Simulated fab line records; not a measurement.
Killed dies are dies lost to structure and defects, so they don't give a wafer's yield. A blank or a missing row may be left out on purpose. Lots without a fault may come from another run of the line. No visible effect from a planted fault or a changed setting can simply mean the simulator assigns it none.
Comparing a struck lot with a sound one :: flow n5Finfet :: 16 out of 1938 route steps
Sound: the wafers L102.4, L102.5, L102.6. Struck: wafer L112.5 (L112.3, L112.6, from the same lot, were not struck and are left out); the cause is given at the end.
For every step that has rows: the tool of each side, followed by ch and its chambers, followed by its first start. Under that, the readings that differ: sound wafers :: struck wafers :: difference of the means :: sigmas: that difference in standard deviations of wafers without a fault.
alike: readings with means less than 2 such deviations apart, plus words and numbers identical on both sides. not compared: withheld readings, readings lacking a value on some wafer, bounds such as >300 that could conceal the same value, and numbers that have no deviation in the record and whose values overlap.
A row with sigmas, a row that says differs or no value, or rows on one side alone: a step with any of these is where the two part. Non-overlapping numbers with no deviation appear without sigmas and do not part them. A reading that every wafer of one side lacks parts them only if that side has two wafers or more.

first, 7 steps without rows for these wafers: N5_BEOL_M2_COAT_76 (time 60 s, resist thk 5 nm); N5_BEOL_M2_COAT_22 (resist thk 30 nm); N5_BEOL_M2_EBR_24; N5_BEOL_M2_SOFTBAKE_23 (time 60 s); N5_BEOL_M2_EXPOSE_25 (exposes mask V1, defocus 5 nm); N5_BEOL_M2_PEB_26 (peb time 60 s); N5_BEOL_M2_DEVELOP_27 (develop time 30 s).
N5_BEOL_M2_CD_MEAS_28: target cd 26.2 nm, target cd y 24.1 nm.
  sound on cdSem-02 ch 0, day 6 11:42; struck on cdSem-02 ch 0, day 10 00:43
  alike: cdNm
N5_BEOL_M2_OVL_MEAS_29:
  sound on overlay-01 ch 0, day 6 11:45; struck on overlay-01 ch 0, day 10 00:46
  alike: V1_OVL
N5_BEOL_M2_INSPECT_30: inspects for defects (brightfield).
  sound: defectInspect-02 at day 6 11:47; struck: defectInspect-01 at day 10 00:49
  alike: rawDefectCount
N5_BEOL_M2_DESCUM_33: chemistry O2, time 7 s.
  sound on rieDiel-03 ch 0,1, day 6 11:49; struck on rieDiel-03 ch 3, day 10 00:51
  alike: biasPowerW, drypumpMotorCurrentA, oesProductAu, rfVppV, showerheadPlenumPTorr, throttleValvePct
  not compared: rfHoursCounterH
N5_BEOL_M2_ETCH_77: etches underlayer in N2/H2, target depth 6.5 nm, time 5.2 s.
  sound on rieDiel-03 ch 0,1, day 6 11:51; struck on rieDiel-03 ch 3, day 10 00:53
  alike: biasW, drypumpMotorCurrentA, etchRfOnTimeS, n2FlowSccm, oesProductAu, rfVppV, showerheadPlenumPTorr, throttleValvePct
  not compared: rfHoursCounterH
N5_BEOL_M2_ETCH_69: etches SiARC in CF4, target depth 15.6 nm, time 26 s.
  sound on rieDiel-03 ch 0,1, day 6 11:52; struck on rieDiel-03 ch 3, day 10 00:54
reading: biasW (W)
sound: 35.97 36.00 35.92
struck: 34.12
difference: -1.84
sigmas: -18

reading: rfVppV (V)
sound: 184.1 183.1 184.3
struck: 179.1
difference: -4.7
sigmas: -4
  alike: drypumpMotorCurrentA, etchRfOnTimeS, oesProductAu, showerheadPlenumPTorr, throttleValvePct
  not compared: rfHoursCounterH
N5_BEOL_M2_ALD_98: deposits SiO2, target thk 2.5 nm, pulse time 1 s, co reactant pulse time 1 s.
  sound on aldSin-03 ch 0,2,3, day 6 12:07; struck on aldSin-01 ch 2, day 10 00:59
  alike: chamberPressureTorr, heaterPowerW, precursorPulseHeightRel
N5_BEOL_M4_RC_MEAS_101:
  sound on prober-02 ch 0, day 7 21:56; struck on prober-02 ch 0, day 11 05:58
  alike: DIBL_N, DIBL_P, IOFF_N, IOFF_P, ION_N, ION_P, SS_N, SS_P, VT_N, VT_P
-- here the record skips 5 days between the struck wafers' starts before and after, leaving off in module BEOL_M4 and picking up in module PASSIVATION (first step shown: number 1936 of the route) --
N5_PASSIVATION_PROBE_49:
  sound: prober-02 at day 11 13:47; struck: prober-01 at day 16 11:46
reading: killed_at_M0_to_M3
sound: 52 41 37
struck: 19
difference: -24
sigmas: -3

reading: killedAtContacts
sound: 9 4 5
struck: 18
difference: +12
sigmas: +2
  alike: defectLimitedYield, killed_at_M4_up, killedAtFrontEnd, killedAtOther, killedDies, killedOpen, killedShort, sort_bin_4_leakage, sort_bin_5_function, sort_bin_6_memory, sort_bin_8_speed, sortNPass, sortYieldPct

## WHERE THEY PART
Earliest at N5_BEOL_M2_ETCH_69; latest, in this record, at N5_PASSIVATION_PROBE_49.

WHY: what the simulator had put in
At N5_BEOL_M2_ETCH_69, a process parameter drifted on rieDiel-03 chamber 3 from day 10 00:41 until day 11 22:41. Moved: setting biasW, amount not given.
